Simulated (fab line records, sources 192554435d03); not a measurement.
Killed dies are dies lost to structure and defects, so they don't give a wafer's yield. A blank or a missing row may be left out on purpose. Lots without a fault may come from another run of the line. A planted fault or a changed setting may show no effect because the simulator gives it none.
One fault seen from 2 desks | flow n5_finfet | each desk has only its own numbers; what lay behind them comes last

THE TOOL OWNER'S DESK: pecvd-02
The tool's own readings at N5_BEOL_M7_ILD_DEP_00 (deposits SiCOH lowk from DEMS/porogen, target thk 179.75 nm, time 33.4 s): means of the sampled wafers that have a number, for each lot that ran on this tool. A lot is out of limits, marked OUT, if its mean lies more than 4 standard deviations from the usual mean; the brackets give that distance.
Columns: A = heater_power_outer_w at N5_BEOL_M7_ILD_DEP_00, usual 127 W; B = heater_power_w at N5_BEOL_M7_ILD_DEP_00, usual 291 W; C = showerhead_plenum_p_Torr at N5_BEOL_M7_ILD_DEP_00, usual 5.735 Torr; D = showerhead_vpp_V at N5_BEOL_M7_ILD_DEP_00, usual 1371 V; E = throttle_valve_pct at N5_BEOL_M7_ILD_DEP_00, usual 13.9 %
lot  | first seen here | A   | B   | C     | D    | E
L155 | day 11 15:45    | 152 | 296 | 5.739 | 1368 | 13.5
L161 | day 13 09:41    | 153 | 303 | 5.739 | 1375 | 13.6
This desk's finding: nothing out of limits on any of the 2 lots.

THE METROLOGY DESK
What the gauges read, lot by lot, whatever tool the lot ran on: means of the sampled wafers that have a number. A lot is out of limits, marked OUT, if its mean lies more than 4 standard deviations from the usual mean; the brackets give that distance.
Columns: A = M7_ILD_THK at N5_BEOL_M7_THK_MEAS_01, usual 154.2 nm
lot  | first seen here | A
L149 | day 9 22:47     | 153.8
L151 | day 10 11:20    | 153.6
L152 | day 11 08:41    | 157.1
L156 | day 11 10:54    | 153.8
L153 | day 11 11:39    | 152.7
L155 | day 11 16:20    | 154.0
L161 | day 13 10:16    | 180.6 (+14) OUT
L162 | day 13 14:16    | 155.4
L165 | day 14 09:14    | 155.8
L168 | day 14 17:05    | 152.4
L172 | day 16 10:17    | 152.2
This desk's finding: out of limits on L161; first on L161, day 13 10:16 (M7_ILD_THK at N5_BEOL_M7_THK_MEAS_01). In limits: L149, L151, L152, L156, L153, L155, L162, L165, L168, L172.

PUT TOGETHER
The metrology desk could have raised an alarm at day 13 10:16, on L161.
The tool owner's desk saw nothing out of limits.
The tool owner's desk has L161 on record, within its limits.
Of the lots named, all ran N5_BEOL_M7_ILD_DEP_00 on pecvd-02.

WHAT THE SIMULATOR HAD PUT IN
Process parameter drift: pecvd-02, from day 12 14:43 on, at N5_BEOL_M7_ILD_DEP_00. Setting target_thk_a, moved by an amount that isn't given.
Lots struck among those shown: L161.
Hours from the fault's start to each desk's first reading out of limits: the metrology desk, 20.
